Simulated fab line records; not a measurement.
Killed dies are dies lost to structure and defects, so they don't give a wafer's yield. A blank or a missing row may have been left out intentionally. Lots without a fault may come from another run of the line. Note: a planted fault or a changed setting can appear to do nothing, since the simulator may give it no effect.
Chamber matching | flow n5Finfet | N5_BEOL_M0_SAQP_CUT_ETCH_46 on rieDiel-04 has 4 sister chambers
The step etches SOC in N2/H2, target depth 135 nm, overetch 27 nm, time 202.5 s. 14 wafers are shown with their chamber, then 7 later ones without.

== WAFERS WITH THEIR CHAMBER ==
wafer  | chamber | showerheadPlenumPTorr (Torr) | drypumpMotorCurrentA (A) | throttleValvePct (%)
L074.2 | 2       | 2.54                         | 6.2                      | 17.92
L074.3 | 0       | 2.43                         | 5.2                      | 17.87
L074.5 | 3       | 2.50                         | 5.3                      | 17.51
L079.1 | 1       | 2.60                         | 5.2                      | 17.74
L079.2 | 0       | 2.43                         | 5.2                      | 17.85
L079.5 | 3       | 2.50                         | 5.3                      | 17.52
L080.2 | 1       | 2.60                         | 5.2                      | 17.73
L080.3 | 2       | 2.53                         | 6.2                      | 17.93
L080.4 | 0       | 2.43                         | 5.2                      | 17.87
L081.2 | 1       | 2.60                         | 5.2                      | 17.75
L081.4 | 1       | 2.60                         | 5.3                      | 17.72
L081.5 | 2       | 2.53                         | 6.2                      | 17.92
L083.1 | 3       | 2.50                         | 5.3                      | 17.54
L083.2 | 2       | 2.53                         | 6.2                      | 17.93

SIGNATURES (means of the wafers above)
reading               | chamber 0 | chamber 1 | chamber 2 | chamber 3 | scatter within a chamber
showerheadPlenumPTorr | 2.4300    | 2.6000    | 2.5325    | 2.5000    | 0.00274
drypumpMotorCurrentA  | 5.200     | 5.225     | 6.200     | 5.300     | 0.0274
throttleValvePct      | 17.8633   | 17.7350   | 17.9250   | 17.5233   | 0.0115
Rule: distance of a wafer from a chamber = root of the sum over the readings of ((wafer's reading minus chamber's mean) / reading's scatter) squared. The wafer belongs to the nearest chamber; if the next one is less than 2 further off, it can't be placed. The scatter: the root of (the sum of the squares of (reading less its chamber's mean) over the shown wafers, divided by (wafers less chambers)).

== WAFERS WITHOUT THEIR CHAMBER ==
wafer  | showerheadPlenumPTorr (Torr) | drypumpMotorCurrentA (A) | throttleValvePct (%)
L083.3 | 2.59                         | 5.2                      | 17.76
L086.2 | 2.42                         | 5.2                      | 17.88
L086.4 | 2.53                         | 6.3                      | 17.95
L086.6 | 2.42                         | 5.3                      | 17.89
L093.4 | 2.49                         | 5.3                      | 17.08
L093.5 | 2.49                         | 5.3                      | 17.08
L093.6 | 2.52                         | 6.2                      | 17.98

== THE CHAMBER EACH PASSED THROUGH ==
wafer  | from the rows above | in truth
L083.3 | 1                   | 1
L086.2 | 0                   | 0
L086.4 | 2                   | 2
L086.6 | 0                   | 0
L093.4 | 3                   | 3
L093.5 | 3                   | 3
L093.6 | 2                   | 2
7 of 7 placed correctly. Number that these rows cannot place: 0. Number placed wrongly: 0.
